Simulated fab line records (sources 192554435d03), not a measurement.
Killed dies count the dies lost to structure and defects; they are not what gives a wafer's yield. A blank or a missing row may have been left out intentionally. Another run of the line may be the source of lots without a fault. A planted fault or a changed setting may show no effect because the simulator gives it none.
Matching of chambers :: flow n5 finfet :: N5_FIN_SAQP_SPACER2_ETCHBACK_29 on rie diel-05: 4 sister chambers
The step etches SiO2 in CHF3/O2, target depth 12.2 nm, time 6.1 s. 16 wafers are shown with their chamber, then 8 later ones without.

WAFERS PAIRED WITH THEIR CHAMBERS
wafer: L074.1
chamber: 1
drypump motor current A (A): 5.8
throttle valve pct (%): 19.33
rf vpp V (V): 527

wafer: L074.2
chamber: 3
drypump motor current A (A): 5.8
throttle valve pct (%): 18.46
rf vpp V (V): 524

wafer: L074.3
chamber: 0
drypump motor current A (A): 6.2
throttle valve pct (%): 18.80
rf vpp V (V): 509

wafer: L074.4
chamber: 2
drypump motor current A (A): 5.4
throttle valve pct (%): 18.46
rf vpp V (V): 533

wafer: L074.5
chamber: 0
drypump motor current A (A): 6.2
throttle valve pct (%): 18.82
rf vpp V (V): 510

wafer: L074.6
chamber: 3
drypump motor current A (A): 5.8
throttle valve pct (%): 18.46
rf vpp V (V): 525

wafer: L080.3
chamber: 1
drypump motor current A (A): 5.8
throttle valve pct (%): 19.36
rf vpp V (V): 529

wafer: L080.4
chamber: 3
drypump motor current A (A): 5.8
throttle valve pct (%): 18.45
rf vpp V (V): 524

wafer: L080.5
chamber: 2
drypump motor current A (A): 5.4
throttle valve pct (%): 18.48
rf vpp V (V): 532

wafer: L084.1
chamber: 2
drypump motor current A (A): 5.4
throttle valve pct (%): 18.51
rf vpp V (V): 532

wafer: L084.2
chamber: 3
drypump motor current A (A): 5.8
throttle valve pct (%): 18.50
rf vpp V (V): 524

wafer: L084.3
chamber: 1
drypump motor current A (A): 5.8
throttle valve pct (%): 19.37
rf vpp V (V): 528

wafer: L085.1
chamber: 3
drypump motor current A (A): 5.9
throttle valve pct (%): 18.48
rf vpp V (V): 524

wafer: L085.3
chamber: 2
drypump motor current A (A): 5.4
throttle valve pct (%): 18.51
rf vpp V (V): 534

wafer: L085.4
chamber: 1
drypump motor current A (A): 5.8
throttle valve pct (%): 19.39
rf vpp V (V): 527

wafer: L087.3
chamber: 0
drypump motor current A (A): 6.2
throttle valve pct (%): 18.42
rf vpp V (V): 519

SIGNATURES (means of the wafers above)
reading: drypump motor current A
chamber 0: 6.200
chamber 1: 5.800
chamber 2: 5.400
chamber 3: 5.820
scatter within a chamber: 0.0258

reading: throttle valve pct
chamber 0: 18.6800
chamber 1: 19.3625
chamber 2: 18.4900
chamber 3: 18.4700
scatter within a chamber: 0.0944

reading: rf vpp V
chamber 0: 512.67
chamber 1: 527.75
chamber 2: 532.75
chamber 3: 524.20
scatter within a chamber: 2.36
Rule: for each reading, subtract the chamber's mean from the wafer's reading, divide by that reading's scatter and square the result; add these up over the readings and take the root, which gives the wafer's distance from the chamber. The wafer belongs to the nearest chamber; if the next one is less than 2 further off, it can't be placed. The scatter: the root of (the sum of the squares of (reading less its chamber's mean) over the shown wafers, divided by (wafers less chambers)).

WAFERS WITH NO CHAMBER GIVEN
wafer: L087.4
drypump motor current A (A): 5.8
throttle valve pct (%): 19.40
rf vpp V (V): 530

wafer: L087.5
drypump motor current A (A): 5.4
throttle valve pct (%): 18.52
rf vpp V (V): 533

wafer: L089.1
drypump motor current A (A): 5.8
throttle valve pct (%): 19.40
rf vpp V (V): 529

wafer: L089.4
drypump motor current A (A): 5.8
throttle valve pct (%): 18.50
rf vpp V (V): 523

wafer: L089.6
drypump motor current A (A): 5.9
throttle valve pct (%): 18.50
rf vpp V (V): 524

wafer: L091.1
drypump motor current A (A): 6.2
throttle valve pct (%): 18.44
rf vpp V (V): 519

wafer: L091.3
drypump motor current A (A): 5.9
throttle valve pct (%): 18.51
rf vpp V (V): 523

wafer: L091.6
drypump motor current A (A): 5.8
throttle valve pct (%): 18.50
rf vpp V (V): 524

CHAMBER TAKEN BY EACH
wafer: L087.4
from the rows above: 1
in truth: 1

wafer: L087.5
from the rows above: 2
in truth: 2

wafer: L089.1
from the rows above: 1
in truth: 1

wafer: L089.4
from the rows above: 3
in truth: 3

wafer: L089.6
from the rows above: 3
in truth: 3

wafer: L091.1
from the rows above: 0
in truth: 0

wafer: L091.3
from the rows above: 3
in truth: 3

wafer: L091.6
from the rows above: 3
in truth: 3
Placed correctly: 8 of 8. Number that these rows cannot place: 0. 0 placed wrongly.
